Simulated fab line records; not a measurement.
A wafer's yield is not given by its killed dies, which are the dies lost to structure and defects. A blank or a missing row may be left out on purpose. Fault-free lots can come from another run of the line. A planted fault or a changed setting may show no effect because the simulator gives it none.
What tool caused it? :: flow nand-harc :: 30 wafers from 10 lots sampled at 4 of the route's 1159 steps

## WHAT THE GAUGES READ, wafer by wafer
NHARC_A_M0_CD_MEAS_09: the cd target is 80 nm.
lot: L866
measured: day 17 21:00
on: cd-sem-03
cd-nm (nm): 79.2 79.1 80.5

lot: L865
measured: day 17 21:35
on: cd-sem-02
cd-nm (nm): 80.2 80.4 81.0

lot: L867
measured: day 18 06:23
on: cd-sem-01
cd-nm (nm): 81.1 79.7 81.0

lot: L869
measured: day 18 14:54
on: cd-sem-01
cd-nm (nm): 81.3 80.1 80.2

lot: L878
measured: day 20 21:55
on: cd-sem-02
cd-nm (nm): 113.1 113.7 114.0

lot: L877
measured: day 20 22:32
on: cd-sem-03
cd-nm (nm): 113.7 112.7 113.6

lot: L879
measured: day 21 20:31
on: cd-sem-02
cd-nm (nm): 81.5 80.2 81.1

lot: L882
measured: day 22 09:31
on: cd-sem-01
cd-nm (nm): 81.1 81.6 81.5

lot: L886
measured: day 22 23:35
on: cd-sem-01
cd-nm (nm): 80.4 81.3 80.9

lot: L888
measured: day 23 11:18
on: cd-sem-01
cd-nm (nm): 83.1 80.2 81.0

## WHAT TOOL EACH LOT RAN ON (gives the tool, then ch and the chambers of the sampled wafers, and finally the start)
lot: L866
NHARC_A_CONTACT_ETCH_137: har-cap-etch-02 ch 0,1, day 17 04:24
NHARC_A_CONTACT_ETCH_139: har-cap-etch-02 ch 0,1, day 17 04:38
NHARC_A_M0_PEB_07: litho-track-04 ch 0, day 17 20:55

lot: L865
NHARC_A_CONTACT_ETCH_137: har-cap-etch-01 ch 0,1, day 17 04:34
NHARC_A_CONTACT_ETCH_139: har-cap-etch-01 ch 0,1, day 17 04:49
NHARC_A_M0_PEB_07: litho-track-01 ch 0, day 17 21:30

lot: L867
NHARC_A_CONTACT_ETCH_137: har-cap-etch-01 ch 0,1, day 17 18:15
NHARC_A_CONTACT_ETCH_139: har-cap-etch-01 ch 0,1, day 17 18:31
NHARC_A_M0_PEB_07: litho-track-04 ch 0, day 18 06:18

lot: L869
NHARC_A_CONTACT_ETCH_137: har-cap-etch-02 ch 0,1, day 18 06:39
NHARC_A_CONTACT_ETCH_139: har-cap-etch-02 ch 0,1, day 18 06:53
NHARC_A_M0_PEB_07: litho-track-06 ch 0, day 18 14:49

lot: L878
NHARC_A_CONTACT_ETCH_137: har-cap-etch-02 ch 0,1, day 20 09:32
NHARC_A_CONTACT_ETCH_139: har-cap-etch-02 ch 0,1, day 20 09:47
NHARC_A_M0_PEB_07: litho-track-04 ch 0, day 20 21:50

lot: L877
NHARC_A_CONTACT_ETCH_137: har-cap-etch-02 ch 0,1, day 20 11:34
NHARC_A_CONTACT_ETCH_139: har-cap-etch-02 ch 0,1, day 20 11:50
NHARC_A_M0_PEB_07: litho-track-04 ch 0, day 20 22:28

lot: L879
NHARC_A_CONTACT_ETCH_137: har-cap-etch-03 ch 0, day 20 23:30
NHARC_A_CONTACT_ETCH_139: har-cap-etch-03 ch 0, day 20 23:46
NHARC_A_M0_PEB_07: litho-track-06 ch 0, day 21 20:26

lot: L882
NHARC_A_CONTACT_ETCH_137: har-cap-etch-02 ch 0,1, day 21 14:04
NHARC_A_CONTACT_ETCH_139: har-cap-etch-02 ch 0,1, day 21 14:19
NHARC_A_M0_PEB_07: litho-track-06 ch 0, day 22 09:26

lot: L886
NHARC_A_CONTACT_ETCH_137: har-cap-etch-01 ch 0,1, day 22 14:34
NHARC_A_CONTACT_ETCH_139: har-cap-etch-01 ch 0,1, day 22 14:49
NHARC_A_M0_PEB_07: litho-track-01 ch 0, day 22 23:30

lot: L888
NHARC_A_CONTACT_ETCH_137: har-cap-etch-02 ch 0,1, day 23 02:58
NHARC_A_CONTACT_ETCH_139: har-cap-etch-02 ch 0,1, day 23 03:13
NHARC_A_M0_PEB_07: litho-track-06 ch 0, day 23 11:13
- NHARC_A_CONTACT_ETCH_137: etches the open film in C4F8/O2/Ar, time 132 s, target depth 1287 nm.
- NHARC_A_CONTACT_ETCH_139: etches the open film in C4F8/O2/Ar, time 137 s, target depth 590 nm.
- NHARC_A_M0_PEB_07: peb time 65 s.

## THE ANSWER, worked out from the rows above alone
Rule: the lots themselves supply what counts as usual. The widest of any qualifying gaps counts: lots, ordered by their means at a reading, are off when they make up no more than a third of the lots, leave a main group of 4 or more, and stand apart from it by 3 or more times the standard deviation of that group's means. If all means in a main group match to the digits the tables above print for the reading, that group is not used. Also off: a lot with no number at a reading for which 4 or more lots have one. Any other lot the step has rows for is counted as sound.
Off, at NHARC_A_M0_CD_MEAS_09 on cd-nm: L878, L877. The main group: mean 80.7 nm, standard deviation 0.54.
If a tool, at a process step before that reading, ran all the lots that are off and no sound lot after the first of them, it fits. The gauges at NHARC_A_M0_CD_MEAS_09 are tried like those tools. One candidate fits, namely litho-track-04 at NHARC_A_M0_PEB_07. Its last sound lot is L867 (day 18 06:18), its first lot that is off L878 (day 20 21:50): a fault that began between those two fits.

## WHAT HAD BEEN PUT IN BY THE SIMULATOR
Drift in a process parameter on litho-track-04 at NHARC_A_M0_PEB_07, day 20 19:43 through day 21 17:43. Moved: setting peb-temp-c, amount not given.
Shown lots that were struck: L878, L877. The rule above found the same.
